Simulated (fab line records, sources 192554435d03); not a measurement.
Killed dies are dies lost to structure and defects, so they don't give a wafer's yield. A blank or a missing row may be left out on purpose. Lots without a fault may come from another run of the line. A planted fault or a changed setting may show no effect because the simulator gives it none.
fab line records | flow n5_finfet | part 1 of 2: steps 1 to 23 of 30
record lots=5 wafers=15 last_day=16
route steps=1938 shown BEOL_M2@852
lots that met no fault: from a run of the same line without faults
start_h: hours from the record's first day to the start of the lot's first wafer shown | wait_h: hours since the lot's step before | " the same as in the row above | L1.1+2: a row that stands for several wafers | - no value, or no start given | * or withheld: withheld | < > ~ a bound
route shown NAME@n: a module of which the file shows steps, and the number in the route of the first | usual: mean/standard deviation of fault-free wafers | same: alike in all rows | chamber/n: place in a boat | sites: the reading at each site | _std_site: their standard deviation | _edge_site: outer sites' mean less inner sites' | radius_mm: how far each site lies from the wafer's centre | mask NAME#n: copy n | behind: the tool/chamber that last shaped the wafer | hold: why the lot was held/for how many hours/how that ended | device: the transistor (n, p or np) that didn't switch | end of line: the same wafers' tests at the end of the route | a step without rows: its recipe alone | killed: dies lost to structure and defects at the first sort, not the wafer's yield | map: a wafer's dies, x killed, . not, _ none there
set.NAME: the setting as run; set.NAME@STEP: as run at that earlier step | model.NAME: the simulator's own value behind a step, which no gauge read
lots at some steps of the route; a table a step, a row a wafer
services: from which hour (start_h, from the record's first day; less than 0 if before it) a tool's chamber was out of use, for how many hours, and why
## steps
# step N5_BEOL_M2_PEB_09
# recipe peb_temp_c=100 peb_time_s=60 resist=CAR-EUV
# columns lot.wafer tool chamber start_h wait_h
L079.2+3+5 litho_track-01 0 159.20 0.1
L083.2+3+6 litho_track-01 0 186.64 0.1
L084.3+4+5 litho_track-04 0 198.95 0.0
L086.2+3+4 litho_track-04 0 210.10 0.1
L090.1+4+5 litho_track-04 0 223.46 0.1
# step N5_BEOL_M2_DEVELOP_10
# recipe develop_time_s=30 developer=TMAH resist=CAR-EUV rinse_liquid=surfactant_rinse dry=air_spin dev_temp_c=23
# columns lot.wafer tool chamber start_h wait_h
L079.2+3+5 litho_track-01 0 - -
L083.2+3+6 litho_track-01 0 - -
L084.3+4+5 litho_track-04 0 - -
L086.2+3+4 litho_track-04 0 - -
L090.1+4+5 litho_track-04 0 - -
# step N5_BEOL_M2_CD_MEAS_11
# recipe target_cd_nm=16.79 landing_energy_ev=500 detector=se_inlens polarity=opening
# usual cd_nm=16.82/0.23
# columns lot.wafer tool chamber start_h wait_h cd_nm
L079.2 cd_sem-01 0 159.26 - 16.85
L079.3 " 0 " " 16.98
L079.5 " 0 " " 16.80
L083.2 cd_sem-03 0 186.71 - 17.23
L083.3 " 0 " " 16.91
L083.6 " 0 " " 17.29
L084.3 cd_sem-03 0 199.02 - 17.19
L084.4 " 0 " " 16.81
L084.5 " 0 " " 17.22
L086.2 cd_sem-03 0 210.17 - 16.35
L086.3 " 0 " " 16.80
L086.4 " 0 " " 16.87
L090.1 cd_sem-02 0 223.53 - 16.83
L090.4 " 0 " " 16.71
L090.5 " 0 " " 16.85
# step N5_BEOL_M2_OVL_MEAS_12
# recipe points_per_wafer=522
# usual M2_OVL=0.3/0.66
# columns lot.wafer tool chamber start_h wait_h M2_OVL[nm]
L079.2 overlay-01 0 159.30 0.0 0.1
L079.3 " 0 " " 0.3
L079.5 " 0 " " 1.1
L083.2 overlay-02 0 186.74 0.0 0.2
L083.3 " 0 " " 0.9
L083.6 " 0 " " 0.3
L084.3 overlay-01 0 199.06 0.0 1.1
L084.4 " 0 " " 0.2
L084.5 " 0 " " -0.3
L086.2 overlay-01 0 210.21 0.0 -1.4
L086.3 " 0 " " -0.3
L086.4 " 0 " " -0.3
L090.1 overlay-02 0 223.56 0.0 1.1
L090.4 " 0 " " 0.3
L090.5 " 0 " " 0.1
# step N5_BEOL_M2_INSPECT_13
# recipe mode=adi inspect_instrument=brightfield
# usual raw_defect_count=423/92
# columns lot.wafer tool chamber start_h wait_h raw_defect_count
L079.2 defect_inspect-01 - 159.35 0.0 655
L079.3 " - " " 623
L079.5 " - " " 457
L083.2 defect_inspect-02 - 186.80 0.0 441
L083.3 " - " " 464
L083.6 " - " " 382
L084.3 defect_inspect-01 - 199.11 0.0 355
L084.4 " - " " 450
L084.5 " - " " 346
L086.2 defect_inspect-02 - 210.26 0.0 350
L086.3 " - " " 472
L086.4 " - " " 519
L090.1 defect_inspect-01 - 223.62 0.1 415
L090.4 " - " " 495
L090.5 " - " " 482
# step N5_BEOL_M2_DESCUM_16
# recipe chemistry=O2 time_s=7 source_power_w=50 bias_power_w=20 pressure_mtorr=20 rf_frequency_hz=2.712e+07 temp_c=40 resist=CAR-EUV o2_flow_sccm=225
# usual drypump_motor_current_A=5.9/0.4 oes_product_au=0.81/0.081 rf_vpp_V=243.5/1.4 showerhead_plenum_p_Torr=2.11/0.075 throttle_valve_pct=20.29/0.21
# columns lot.wafer tool chamber start_h wait_h drypump_motor_current_A oes_product_au rf_hours_counter_h rf_vpp_V showerhead_plenum_p_Torr throttle_valve_pct
L079.2 rie_diel-04 1 159.84 0.5 6.0 0.86 52 244.7 2.13 19.95
L079.3 " 0 " " 5.4 0.88 46 243.3 2.13 20.34
L079.5 " 0 " " 5.4 0.88 - 244.2 2.13 20.33
L083.2 rie_diel-05 1 186.83 0.0 5.6 0.74 139 245.1 2.18 20.17
L083.3 " 3 " " 5.9 0.66 245 242.5 2.06 20.58
L083.6 " 1 " " 5.6 0.75 - 244.7 2.18 20.19
L084.3 rie_diel-06 3 199.42 0.3 6.6 0.68 241 241.4 1.97 20.10
L084.4 " 0 " " 5.9 0.73 162 243.0 2.10 20.35
L084.5 " 2 " " 5.6 0.76 - 239.9 2.00 20.44
L086.2 rie_diel-06 1 210.41 0.1 6.4 0.85 76 245.5 2.21 20.35
L086.3 " 3 " " 6.6 0.68 244 242.3 1.97 20.11
L086.4 " 2 " " 5.6 0.76 166 243.6 2.00 20.45
L090.1 rie_diel-04 2 224.04 0.4 5.9 0.80 108 245.0 2.11 20.64
L090.4 " 1 " " 6.0 0.83 74 244.3 2.12 20.00
L090.5 " 2 " " 5.9 0.79 - 243.3 2.11 20.65
# step N5_BEOL_M2_ETCH_74
# recipe chemistry=N2/H2 target=underlayer target_depth_a=65 mask_material=CAR-EUV time_s=5.2 ion_energy_ev=200 pressure_mtorr=30 source_w=840 bias_w=150 n2_flow_sccm=200 h2_flow_sccm=200 ends=cleared
# usual drypump_motor_current_A=5.9/0.4 etch_rf_on_time_s=5.18/0.072 n2_flow_sccm=200.0/0.63 oes_product_au=0.69/0.07 rf_vpp_V=524.3/2.8 showerhead_plenum_p_Torr=2.56/0.089 throttle_valve_pct=17.70/0.21
# columns lot.wafer tool chamber start_h wait_h drypump_motor_current_A etch_rf_on_time_s n2_flow_sccm oes_product_au rf_hours_counter_h rf_vpp_V showerhead_plenum_p_Torr throttle_valve_pct
L079.2 rie_diel-04 1 159.87 0.0 6.0 5.08 199.5 0.74 52 523.9 2.59 17.41
L079.3 " 0 " " 5.4 5.20 201.5 0.73 46 524.0 2.58 17.62
L079.5 " 0 " " 5.4 5.16 201.0 0.73 - 524.7 2.58 17.60
L083.2 rie_diel-05 1 186.86 0.0 5.7 5.14 200.1 0.63 139 528.1 2.66 17.61
L083.3 " 3 " " 5.9 5.34 200.2 0.55 245 523.6 2.51 18.02
L083.6 " 1 " " 5.6 5.13 199.8 0.63 - 528.2 2.66 17.62
L084.3 rie_diel-06 3 199.45 0.0 6.6 5.27 199.2 0.58 241 519.0 2.40 17.66
L084.4 " 0 " " 5.9 5.29 199.5 0.61 162 523.2 2.54 17.67
L084.5 " 2 " " 5.6 5.24 199.7 0.65 - 520.5 2.44 17.88
L086.2 rie_diel-06 1 210.44 0.0 6.4 5.23 199.9 0.72 76 527.0 2.69 17.80
L086.3 " 3 " " 6.6 5.19 199.2 0.58 244 521.3 2.40 17.65
L086.4 " 2 " " 5.6 5.15 199.5 0.65 166 521.0 2.43 17.89
L090.1 rie_diel-04 2 224.08 0.0 5.9 5.19 199.6 0.68 108 524.1 2.56 18.11
L090.4 " 1 " " 6.0 5.18 200.8 0.71 74 524.4 2.58 17.44
L090.5 " 2 " " 6.0 5.13 199.6 0.68 - 524.0 2.56 18.11
# step N5_BEOL_M2_ETCH_63
# recipe chemistry=CF4 target=SiARC target_depth_a=156 mask_material=CAR-EUV time_s=26 ion_energy_ev=80 pressure_mtorr=40 source_w=545 bias_w=36 Ar_flow_sccm=100 cf4_flow_sccm=100 ends=cleared
# usual drypump_motor_current_A=5.9/0.4 etch_rf_on_time_s=25.94/0.3 oes_product_au=0.69/0.069 rf_vpp_V=184.3/1.3 showerhead_plenum_p_Torr=2.16/0.072 throttle_valve_pct=15.47/0.18
# columns lot.wafer tool chamber start_h wait_h drypump_motor_current_A etch_rf_on_time_s oes_product_au rf_hours_counter_h rf_vpp_V showerhead_plenum_p_Torr throttle_valve_pct
L079.2 rie_diel-04 1 159.89 0.0 6.0 25.92 0.74 52 186.1 2.18 15.21
L079.3 " 0 " " 5.4 26.08 0.74 46 184.1 2.18 15.49
L079.5 " 0 " " 5.4 26.22 0.74 - 185.4 2.18 15.48
L083.2 rie_diel-05 1 186.88 0.0 5.7 26.04 0.63 139 186.2 2.23 15.45
L083.3 " 3 " " 5.9 26.59 0.56 245 184.3 2.11 15.83
L083.6 " 1 " " 5.7 25.84 0.63 - 184.2 2.23 15.44
L084.3 rie_diel-06 3 199.47 0.0 6.6 25.96 0.58 241 181.5 2.02 15.39
L084.4 " 0 " " 5.9 25.92 0.62 162 185.1 2.13 15.46
L084.5 " 2 " " 5.7 25.80 0.65 - 182.8 2.05 15.67
L086.2 rie_diel-06 1 210.46 0.0 6.4 26.03 0.72 76 185.7 2.26 15.52
L086.3 " 3 " " 6.6 25.86 0.58 244 181.6 2.02 15.41
L086.4 " 2 " " 5.6 25.97 0.64 166 182.5 2.05 15.68
L090.1 rie_diel-04 2 224.09 0.0 5.9 25.58 0.68 108 184.3 2.15 15.76
L090.4 " 1 " " 6.0 25.86 0.71 74 184.5 2.17 15.25
L090.5 " 2 " " 5.9 25.87 0.67 - 184.1 2.15 15.77
# step N5_BEOL_M2_ETCH_64
# recipe chemistry=N2/H2 target=SOC target_depth_a=750 overetch_a=225 mask_material=SiARC temp_c=40 time_s=121.9 ion_energy_ev=200 pressure_mtorr=30 source_w=840 bias_w=150 n2_flow_sccm=200 h2_flow_sccm=200
# usual drypump_motor_current_A=5.9/0.4 n2_flow_sccm=200.0/0.6 oes_product_au=0.61/0.059 rf_vpp_V=524.3/2.5 showerhead_plenum_p_Torr=2.56/0.089 throttle_valve_pct=17.66/0.21
# columns lot.wafer tool chamber start_h wait_h drypump_motor_current_A n2_flow_sccm oes_product_au rf_hours_counter_h rf_vpp_V showerhead_plenum_p_Torr throttle_valve_pct
L079.2 rie_diel-04 1 159.92 0.0 6.0 199.9 0.65 52 523.7 2.59 17.33
L079.3 " 0 " " 5.4 199.9 0.66 46 525.2 2.58 17.56
L079.5 " 0 " " 5.4 199.7 0.66 - 524.8 2.58 17.56
L083.2 rie_diel-05 1 186.91 0.0 5.7 199.6 0.56 139 527.8 2.66 17.58
L083.3 " 3 " " 5.9 200.4 0.51 245 523.5 2.51 17.98
L083.6 " 1 " " 5.7 199.8 0.56 - 527.4 2.66 17.60
L084.3 rie_diel-06 3 199.50 0.0 6.6 200.6 0.52 241 520.1 2.40 17.60
L084.4 " 0 " " 5.9 200.0 0.55 162 525.4 2.54 17.62
L084.5 " 2 " " 5.6 199.6 0.58 - 519.8 2.44 17.84
L086.2 rie_diel-06 1 210.49 0.0 6.4 199.7 0.64 76 526.2 2.69 17.74
L086.3 " 3 " " 6.6 200.0 0.52 244 519.8 2.40 17.60
L086.4 " 2 " " 5.6 199.4 0.57 166 519.9 2.43 17.83
L090.1 rie_diel-04 2 224.12 0.0 5.9 200.7 0.60 108 523.9 2.56 18.04
L090.4 " 1 " " 6.0 200.1 0.63 74 524.4 2.58 17.38
L090.5 " 2 " " 5.9 199.9 0.60 - 524.4 2.56 18.03
# step N5_BEOL_M2_STRIP_65
# recipe chemistry=N2/H2 temp_c=40 n2_flow_sccm=200 h2_flow_sccm=200 rf_frequency_hz=6e+07
# columns lot.wafer tool chamber start_h wait_h
L079.2+3+5 rie_diel-04 1,0,0 160.03 0.1
L083.2+3+6 rie_diel-05 1,3,1 187.02 0.1
L084.3+4+5 rie_diel-06 3,0,2 199.61 0.1
L086.2+3+4 rie_diel-06 1,3,2 210.60 0.1
L090.1+4+5 rie_diel-04 2,1,2 224.24 0.1
# step N5_BEOL_M2_STRIP_75
# recipe chemistry=N2/H2 temp_c=40 n2_flow_sccm=200 h2_flow_sccm=200 rf_frequency_hz=6e+07
# columns lot.wafer tool chamber start_h wait_h
L079.2+3+5 rie_diel-04 1,0,0 160.04 0.0
L083.2+3+6 rie_diel-05 1,3,1 187.03 0.0
L084.3+4+5 rie_diel-06 3,0,2 199.62 0.0
L086.2+3+4 rie_diel-06 1,3,2 210.61 0.0
L090.1+4+5 rie_diel-04 2,1,2 224.25 0.0
# step N5_BEOL_M2_STRIP_66
# recipe chemistry=CF4 resist=SiARC power_w=300 bias_power_w=75 pressure_mtorr=50 cf4_flow_sccm=150 rf_frequency_hz=6e+07
# usual drypump_motor_current_A=5.9/0.41 oes_product_au=0.79/0.076 rf_vpp_V=271.4/1.5 showerhead_plenum_p_Torr=1.81/0.06 throttle_valve_pct=13.45/0.18
# columns lot.wafer tool chamber start_h wait_h drypump_motor_current_A oes_product_au rf_hours_counter_h rf_vpp_V showerhead_plenum_p_Torr throttle_valve_pct
L079.2 rie_diel-04 1 160.05 0.0 6.0 0.85 52 272.8 1.83 13.17
L079.3 " 0 " " 5.4 0.86 46 271.6 1.83 13.46
L079.5 " 0 " " 5.4 0.86 - 270.6 1.83 13.44
L083.2 rie_diel-05 1 187.04 0.0 5.6 0.73 139 273.1 1.87 13.44
L083.3 " 3 " " 5.9 0.66 245 271.8 1.77 13.83
L083.6 " 1 " " 5.6 0.74 - 272.9 1.87 13.44
L084.3 rie_diel-06 3 199.63 0.0 6.6 0.68 241 268.6 1.70 13.43
L084.4 " 0 " " 5.9 0.72 162 271.7 1.79 13.49
L084.5 " 2 " " 5.7 0.75 - 269.7 1.72 13.65
L086.2 rie_diel-06 1 210.62 0.0 6.5 0.84 76 273.5 1.89 13.49
L086.3 " 3 " " 6.6 0.67 245 269.2 1.70 13.45
L086.4 " 2 " " 5.6 0.75 166 272.4 1.72 13.66
L090.1 rie_diel-04 2 224.26 0.0 5.9 0.78 108 271.5 1.80 13.71
L090.4 " 1 " " 6.0 0.83 74 270.6 1.82 13.23
L090.5 " 2 " " 5.9 0.78 - 272.4 1.80 13.72
# step N5_BEOL_M2_HM_OPEN_17
# recipe chemistry=Cl2/BCl3 target_depth_a=200 overetch_a=60 target=TiN mask_material=SOC ion_energy_ev=150 pressure_mtorr=10 icp_w=1000 bias_w=126 Cl2_flow_sccm=53.25 bcl3_flow_sccm=21.75 Ar_flow_sccm=25
# usual bcl3_flow_sccm=21.75/0.065 drypump_motor_current_A=5.9/0.4 oes_product_au=0.63/0.078 throttle_valve_pct=22.37/0.19
# columns lot.wafer tool chamber start_h wait_h bcl3_flow_sccm drypump_motor_current_A oes_product_au rf_hours_counter_h throttle_valve_pct
L079.2 rie_metal-02 1 160.09 0.0 21.74 6.3 0.57 89 22.69
L079.3 " 0 " " 21.84 6.0 0.57 - 22.29
L079.5 " 1 " " 21.78 6.3 0.57 - 22.69
L083.2 rie_metal-01 1 187.08 0.0 21.78 5.9 0.60 77 22.20
L083.3 " 1 " " 21.81 5.9 0.60 - 22.19
L083.6 " 1 " " 21.77 5.9 0.59 - 22.18
L084.3 rie_metal-01 0 199.70 0.1 21.90 5.0 0.62 - 22.14
L084.4 " 1 " " 21.70 5.9 0.60 - 22.18
L084.5 " 0 " " 21.68 5.0 0.62 - 22.14
L086.2 rie_metal-03 0 210.66 0.0 21.70 6.1 0.67 49 22.48
L086.3 " 1 " " 21.74 6.0 0.78 - 22.29
L086.4 " 0 " " 21.77 6.1 0.67 - 22.47
L090.1 rie_metal-03 0 224.30 0.0 21.82 6.1 0.67 50 22.50
L090.4 " 0 " " 21.93 6.1 0.67 - 22.48
L090.5 " 1 " " 21.69 6.0 0.77 - 22.29
# step N5_BEOL_M2_STRIP_19
# recipe chemistry=O2 power_w=400 temp_c=40 pressure_mtorr=30 rf_frequency_hz=6e+07 bias_power_w=0 overash_fraction=0.2 o2_flow_sccm=225
# usual drypump_motor_current_A=5.8/0.34 oes_product_au=0.83/0.081 rf_vpp_V=3.6/0.49 showerhead_plenum_p_Torr=2.13/0.056 throttle_valve_pct=16.49/0.25
# columns lot.wafer tool chamber start_h wait_h drypump_motor_current_A oes_product_au rf_hours_counter_h rf_vpp_V showerhead_plenum_p_Torr throttle_valve_pct
L079.2 rie_diel-04 2 160.22 0.1 5.9 0.82 87 3.6 2.12 16.81
L079.3 " 1 " " 6.0 0.86 52 3.3 2.13 16.22
L079.5 " 2 " " 5.9 0.82 - 3.2 2.12 16.80
L083.2 rie_diel-04 0 187.19 0.1 5.5 0.87 54 2.9 2.13 16.58
L083.3 " 1 " " 6.0 0.85 60 3.7 2.13 16.22
L083.6 " 0 " " 5.4 0.88 - 3.5 2.13 16.58
L084.3 rie_diel-04 2 199.82 0.1 5.9 0.79 101 4.6 2.12 16.83
L084.4 " 3 " " 5.6 0.93 - 4.1 2.14 16.28
L084.5 " 2 " " 5.9 0.80 - 4.2 2.12 16.84
L086.2 rie_diel-05 2 210.90 0.2 5.8 0.90 33 3.7 2.14 16.11
L086.3 " 1 " " 5.6 0.73 148 4.1 2.18 16.47
L086.4 " 0 " " 5.1 0.87 - 3.6 2.23 16.62
L090.1 rie_diel-06 2 224.41 0.1 5.6 0.75 169 3.5 2.00 16.72
L090.4 " 0 " " 5.9 0.73 169 4.2 2.10 16.61
L090.5 " 1 " " 6.5 0.85 - 2.9 2.21 16.60
# step N5_BEOL_M2_CD_MEAS_18
# recipe pitch_nm=36 target_cd_nm=18
# usual cd_nm=18.00/0.24
# columns lot.wafer tool chamber start_h wait_h cd_nm
L079.2 cd_sem-02 - 160.30 0.1 17.82
L079.3 " - " " 18.11
L079.5 " - " " 17.89
L083.2 cd_sem-03 - 187.26 0.1 17.86
L083.3 " - " " 17.89
L083.6 " - " " 17.89
L084.3 cd_sem-02 - 199.89 0.1 18.02
L084.4 " - " " 17.76
L084.5 " - " " 17.76
L086.2 cd_sem-03 - 210.97 0.1 17.99
L086.3 " - " " 18.35
L086.4 " - " " 17.99
L090.1 cd_sem-02 - 224.48 0.0 18.37
L090.4 " - " " 18.34
L090.5 " - " " 17.65
# step N5_BEOL_M2_COAT_67
# recipe resist=SOC temp_c=250 time_s=60 spin_rpm=1500 resist_thk_nm=60
# columns lot.wafer tool chamber start_h wait_h
L079.2+3+5 litho_track-03 0 160.33 0.0
L083.2+3+6 litho_track-04 0 187.30 0.0
L084.3+4+5 litho_track-03 0 199.92 0.0
L086.2+3+4 litho_track-04 0 211.01 0.0
L090.1+4+5 litho_track-04 0 224.51 0.0
# step N5_BEOL_M2_COAT_68
# recipe resist=SiARC temp_c=220 time_s=60 spin_rpm=1500 resist_thk_nm=12
# columns lot.wafer tool chamber start_h wait_h
L079.2+3+5 litho_track-03 0 - -
L083.2+3+6 litho_track-04 0 - -
L084.3+4+5 litho_track-03 0 - -
L086.2+3+4 litho_track-04 0 - -
L090.1+4+5 litho_track-04 0 - -
# step N5_BEOL_M2_COAT_76
# recipe resist=underlayer temp_c=205 time_s=60 spin_rpm=1500 resist_thk_nm=5
# columns lot.wafer tool chamber start_h wait_h
L079.2+3+5 litho_track-03 0 - -
L083.2+3+6 litho_track-04 0 - -
L084.3+4+5 litho_track-03 0 - -
L086.2+3+4 litho_track-04 0 - -
L090.1+4+5 litho_track-04 0 - -
# step N5_BEOL_M2_COAT_22
# recipe resist=CAR-EUV spin_rpm=1500 resist_thk_nm=30
# columns lot.wafer tool chamber start_h wait_h
L079.2+3+5 litho_track-03 0 - -
L083.2+3+6 litho_track-04 0 - -
L084.3+4+5 litho_track-03 0 - -
L086.2+3+4 litho_track-04 0 - -
L090.1+4+5 litho_track-04 0 - -
# step N5_BEOL_M2_EBR_24
# recipe solvent=PGMEA ebr_width_mm=1.5
# columns lot.wafer tool chamber start_h wait_h
L079.2+3+5 litho_track-03 0 - -
L083.2+3+6 litho_track-04 0 - -
L084.3+4+5 litho_track-03 0 - -
L086.2+3+4 litho_track-04 0 - -
L090.1+4+5 litho_track-04 0 - -
# step N5_BEOL_M2_SOFTBAKE_23
# recipe temp_c=110 time_s=60 resist=CAR-EUV
# columns lot.wafer tool chamber start_h wait_h
L079.2+3+5 litho_track-03 0 - -
L083.2+3+6 litho_track-04 0 - -
L084.3+4+5 litho_track-03 0 - -
L086.2+3+4 litho_track-04 0 - -
L090.1+4+5 litho_track-04 0 - -
# step N5_BEOL_M2_EXPOSE_25
# recipe mask_id=V1 na=0.33 source_shape=quasar sigma_inner=0.2 sigma_outer=0.8 polarization=unpolarized defocus_nm=5 dose_mj=63
# same na=0.33
# columns lot.wafer tool chamber start_h wait_h mask
L079.2+3+5 euv_scanner-01 0 160.60 - V1#0
L083.2+3+6 euv_scanner-02 0 187.45 - V1#0
L084.3+4+5 euv_scanner-02 0 200.08 - V1#0
L086.2+3+4 euv_scanner-01 0 211.26 - V1#0
L090.1+4+5 euv_scanner-02 0 224.78 - V1#0
# step N5_BEOL_M2_PEB_26
# recipe peb_temp_c=100 peb_time_s=60 resist=CAR-EUV
# columns lot.wafer tool chamber start_h wait_h
L079.2+3+5 litho_track-01 0 160.67 0.1
L083.2+3+6 litho_track-04 0 187.52 0.1
L084.3+4+5 litho_track-03 0 200.14 0.1
L086.2+3+4 litho_track-01 0 211.33 0.1
L090.1+4+5 litho_track-01 0 224.86 0.1
